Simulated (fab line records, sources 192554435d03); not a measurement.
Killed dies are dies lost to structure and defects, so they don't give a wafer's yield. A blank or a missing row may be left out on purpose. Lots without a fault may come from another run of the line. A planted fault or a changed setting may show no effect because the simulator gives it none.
Which tool did it? | flow n5_finfet | 9 lots, 27 wafers sampled, at 5 steps of a route of 1938

WHAT THE GAUGES READ, wafer by wafer
N5_BEOL_M2_CD_MEAS_18: pitch 36 nm, target cd 18 nm. Usual: cd_nm 17.97 nm, standard deviation 0.29.
lot  | measured     | on        | cd_nm (nm)        | flag
L572 | day 6 12:26  | cd_sem-02 | 17.63 18.00 17.52 |
L575 | day 7 08:34  | cd_sem-01 | 18.20 17.95 17.97 |
L579 | day 8 08:01  | cd_sem-01 | 17.93 18.20 17.70 |
L580 | day 8 12:07  | cd_sem-02 | 17.81 17.87 17.60 |
L583 | day 9 09:52  | cd_sem-02 | 18.44 18.26 17.94 |
L589 | day 10 20:31 | cd_sem-01 | 18.34 18.31 18.52 |
L590 | day 11 02:52 | cd_sem-02 | 18.00 18.12 18.03 |
L593 | day 12 01:04 | cd_sem-01 | 18.18 18.47 18.18 |
L595 | day 12 06:19 | cd_sem-01 | 17.97 18.22 17.76 |

N5_BEOL_M2_INSPECT_30: inspects for defects (brightfield). Usual: raw_defect_count 412, standard deviation 96.
lot  | measured     | on                | raw_defect_count | flag
L572 | day 6 12:51  | defect_inspect-02 | 365 303 215      |
L575 | day 7 08:59  | defect_inspect-01 | 467 292 458      |
L579 | day 8 08:28  | defect_inspect-02 | 449 654 444      |
L580 | day 8 12:38  | defect_inspect-02 | 476 421 423      |
L583 | day 9 10:24  | defect_inspect-02 | 262 402 340      |
L589 | day 10 20:56 | defect_inspect-01 | 417 387 359      |
L590 | day 11 03:16 | defect_inspect-01 | 273 433 284      |
L593 | day 12 01:32 | defect_inspect-02 | 484 514 356      |
L595 | day 12 06:45 | defect_inspect-02 | 302 312 350      |

N5_BEOL_M4_RC_MEAS_101. Usual: DIBL_N 35.7 mV/V, standard deviation 1.3; DIBL_P 36.0 mV/V, standard deviation 1.6; IOFF_N 0.154 nA/um, standard deviation 0.025; IOFF_P 0.21 nA/um, standard deviation 0.034; ION_N 675 uA/um, standard deviation 9.7; ION_P 465 uA/um, standard deviation 7.4; SS_N 71.3 mV/dec, standard deviation 0.55; SS_P 73.1 mV/dec, standard deviation 0.52; VT_N 250 mV, standard deviation 3; VT_P -249 mV, standard deviation 3.6.
lot  | measured     | on        | DIBL_N (mV/V)  | DIBL_P (mV/V)  | IOFF_N (nA/um)    | IOFF_P (nA/um) | ION_N (uA/um) | ION_P (uA/um) | SS_N (mV/dec)  | SS_P (mV/dec)  | VT_N (mV)   | VT_P (mV)      | flag
L572 | day 7 23:34  | prober-01 | 37.3 35.8 37.5 | 39.0 37.3 39.4 | 0.199 0.157 0.190 | 0.25 0.22 0.26 | 697 682 674   | 474 469 464   | 71.6 71.3 72.0 | 73.8 72.9 73.9 | 244 247 244 | -248 -248 -248 |
L575 | day 8 17:07  | prober-02 | 34.7 37.3 33.3 | 34.7 37.5 33.1 | 0.117 0.156 0.097 | 0.17 0.21 0.16 | 668 659 645   | 456 457 457   | 71.3 71.9 71.0 | 72.9 73.2 72.3 | 255 252 259 | -254 -250 -254 |
L579 | day 9 22:26  | prober-01 | 34.2 35.7 34.2 | 34.8 36.5 35.4 | 0.125 0.151 0.129 | 0.21 0.23 0.21 | 667 676 662   | 469 465 465   | 71.0 71.8 71.3 | 72.6 73.2 72.9 | 251 251 254 | -248 -247 -247 |
L580 | day 9 22:42  | prober-02 | 35.1 36.6 37.6 | 36.7 37.7 38.1 | 0.166 0.178 0.195 | 0.24 0.27 0.27 | 680 664 675   | 470 464 462   | 71.2 71.4 72.4 | 73.1 73.4 73.2 | 250 251 248 | -246 -242 -247 |
L583 | day 10 22:56 | prober-02 | 35.9 34.9 35.0 | 37.3 35.9 35.3 | 0.176 0.155 0.148 | 0.24 0.21 0.20 | 674 676 672   | 465 472 462   | 72.0 71.5 72.2 | 73.6 73.7 73.0 | 244 248 250 | -248 -252 -246 |
L589 | day 12 14:13 | prober-01 | 36.0 35.8 36.1 | 35.6 35.8 35.7 | 0.168 0.165 0.170 | 0.22 0.22 0.22 | 683 678 682   | 467 471 469   | 71.6 71.2 71.2 | 73.3 73.4 73.1 | 249 247 248 | -247 -248 -246 |
L590 | day 12 10:03 | prober-02 | 37.0 35.8 35.2 | 38.2 36.5 35.7 | 0.190 0.169 0.152 | 0.27 0.25 0.23 | 680 686 666   | 468 471 465   | 71.3 71.2 71.1 | 73.7 73.7 73.1 | 247 247 248 | -244 -244 -246 |
L593 | day 13 18:19 | prober-02 | 35.3 39.4 35.3 | 33.8 39.1 34.4 | 0.121 0.195 0.121 | 0.15 0.21 0.14 | 671 680 668   | 453 454 449   | 70.8 71.6 70.8 | 72.5 73.3 72.3 | 254 249 254 | -256 -251 -262 |
L595 | day 13 14:23 | prober-02 | 36.9 36.3 37.2 | 35.3 35.5 36.2 | 0.160 0.151 0.168 | 0.20 0.19 0.21 | 671 673 680   | 459 467 459   | 71.9 71.9 71.7 | 72.7 72.9 73.7 | 249 249 249 | -252 -252 -251 |

WHICH TOOL RAN EACH LOT (tool, then ch and the chambers of the sampled wafers, then the start)
lot  | N5_BEOL_M2_ETCHBACK_99             | N5_BEOL_M2_TRENCH_ETCH_37
L572 | rie_diel-04 ch 0,1,3, day 6 18:25  | rie_diel-04 ch 0,1,3, day 6 18:39
L575 | rie_diel-01 ch 0,1, day 7 11:10    | rie_diel-01 ch 0,1, day 7 11:25
L579 | rie_diel-01 ch 0,2, day 8 12:49    | rie_diel-01 ch 0,2, day 8 13:04
L580 | rie_diel-03 ch 0,2, day 8 17:23    | rie_diel-03 ch 0,2, day 8 17:38
L583 | rie_diel-01 ch 0,1,3, day 9 13:07  | rie_diel-01 ch 0,1,3, day 9 13:22
L589 | rie_diel-03 ch 0,3, day 11 17:10   | rie_diel-03 ch 0,3, day 11 17:24
L590 | rie_diel-01 ch 0,1,3, day 11 11:23 | rie_diel-01 ch 0,1,3, day 11 11:37
L593 | rie_diel-01 ch 0,1,3, day 12 05:08 | rie_diel-01 ch 0,1,3, day 12 05:23
L595 | rie_diel-03 ch 2,3, day 12 08:17   | rie_diel-03 ch 2,3, day 12 08:32
- N5_BEOL_M2_ETCHBACK_99: etches SiO2 in CHF3, target depth 5 nm, time 10.4 s.
- N5_BEOL_M2_TRENCH_ETCH_37: etches SiOC in C4F6/O2, target depth 55.555 nm, time 29.2 s.

WHAT THE TOOLS THEMSELVES READ (means of the sampled wafers that have a number; where no wafer has one, the mark that the record gives instead)
N5_BEOL_M2_ETCHBACK_99. Usual: drypump_motor_current_A 5.8 A, standard deviation 0.41; oes_product_au 0.79 a.u., standard deviation 0.087; rf_fwd_power_W 212.6 W, standard deviation 1.1; rf_vpp_V 242.3 V, standard deviation 2.2; showerhead_plenum_p_Torr 2.15 Torr, standard deviation 0.056; throttle_valve_pct 17.06 %, standard deviation 0.26.
lot  | tool        | drypump_motor_current_A (A) | oes_product_au (a.u.) | rf_fwd_power_W (W) | rf_vpp_V (V) | showerhead_plenum_p_Torr (Torr) | throttle_valve_pct (%) | flag
L572 | rie_diel-04 | 5.8                         | 0.78                  | 212.0              | 241.5        | 2.13                            | 17.05                  |
L575 | rie_diel-01 | 5.9                         | 0.83                  | 212.0              | 242.1        | 2.17                            | 17.01                  |
L579 | rie_diel-01 | 6.0                         | 0.75                  | 212.3              | 241.1        | 2.15                            | 17.10                  |
L580 | rie_diel-03 | 6.0                         | 0.81                  | 211.7              | 243.5        | 2.15                            | 16.90                  |
L583 | rie_diel-01 | 6.0                         | 0.83                  | 213.3              | 244.6        | 2.20                            | 16.92                  |
L589 | rie_diel-03 | 5.5                         | 0.92                  | 212.6              | 241.0        | 2.17                            | 16.89                  |
L590 | rie_diel-01 | 6.0                         | 0.82                  | 212.8              | 243.6        | 2.20                            | 16.95                  |
L593 | rie_diel-01 | 6.0                         | 0.81                  | 212.6              | 243.9        | 2.20                            | 16.97                  |
L595 | rie_diel-03 | 5.5                         | 0.86                  | 212.8              | 241.9        | 2.19                            | 16.96                  |

N5_BEOL_M2_TRENCH_ETCH_37. Usual: bias_w 185.0 W, standard deviation 0.61; drypump_motor_current_A 5.8 A, standard deviation 0.41; oes_product_au 0.79 a.u., standard deviation 0.087; rf_fwd_power_W 350.3 W, standard deviation 2.1; rf_vpp_V 669 V, standard deviation 5.5; showerhead_plenum_p_Torr 2.85 Torr, standard deviation 0.072; throttle_valve_pct 20.84 %, standard deviation 0.26.
lot  | tool        | bias_w (W) | drypump_motor_current_A (A) | oes_product_au (a.u.) | rf_fwd_power_W (W) | rf_vpp_V (V) | showerhead_plenum_p_Torr (Torr) | throttle_valve_pct (%) | flag
L572 | rie_diel-04 | 185.0      | 5.9                         | 0.78                  | 349.5              | 668          | 2.82                            | 20.82                  |
L575 | rie_diel-01 | 185.6      | 5.8                         | 0.82                  | 350.2              | 673          | 2.88                            | 20.82                  |
L579 | rie_diel-01 | 185.2      | 5.9                         | 0.75                  | 350.2              | 669          | 2.85                            | 20.87                  |
L580 | rie_diel-03 | 185.3      | 6.0                         | 0.81                  | 348.3              | 674          | 2.84                            | 20.67                  |
L583 | rie_diel-01 | 185.7      | 6.0                         | 0.84                  | 351.0              | 674          | 2.91                            | 20.72                  |
L589 | rie_diel-03 | 185.1      | 5.5                         | 0.92                  | 351.3              | 666          | 2.87                            | 20.70                  |
L590 | rie_diel-01 | 193.1      | 6.0                         | 0.83                  | 350.7              | 698          | 2.91                            | 20.74                  | OFF
L593 | rie_diel-01 | 194.1      | 6.0                         | 0.82                  | 350.2              | 697          | 2.90                            | 20.75                  | OFF
L595 | rie_diel-03 | 185.1      | 5.5                         | 0.86                  | 349.3              | 669          | 2.89                            | 20.77                  |

THE ANSWER, worked out from the rows above alone
Rule: a lot is off if the mean of its wafers that have a number lies more than 3 standard deviations from the usual mean. A lot without any number at a reading at which 4 lots or more have one is off too. The other lots that the step has rows for count as sound. The gauges are gone through in route order, then the tools' own readings, and for those a lot's mean is taken as printed above. The first step at which some lot is off is used, and at that step the reading that is off furthest; a lot without a number counts as furthest.
Off: L590, L593, at N5_BEOL_M2_TRENCH_ETCH_37 (bias_w).
A tool fits if, at that step or a process step before it, it ran every lot that is off, and no sound lot after the first of them. One fits: rie_diel-01 at N5_BEOL_M2_ETCHBACK_99 and N5_BEOL_M2_TRENCH_ETCH_37. At N5_BEOL_M2_ETCHBACK_99 its last sound lot is L583 (day 9 13:07), its first lot that is off L590 (day 11 11:23): a fault that began between those two fits.

WHAT THE SIMULATOR HAD PUT IN
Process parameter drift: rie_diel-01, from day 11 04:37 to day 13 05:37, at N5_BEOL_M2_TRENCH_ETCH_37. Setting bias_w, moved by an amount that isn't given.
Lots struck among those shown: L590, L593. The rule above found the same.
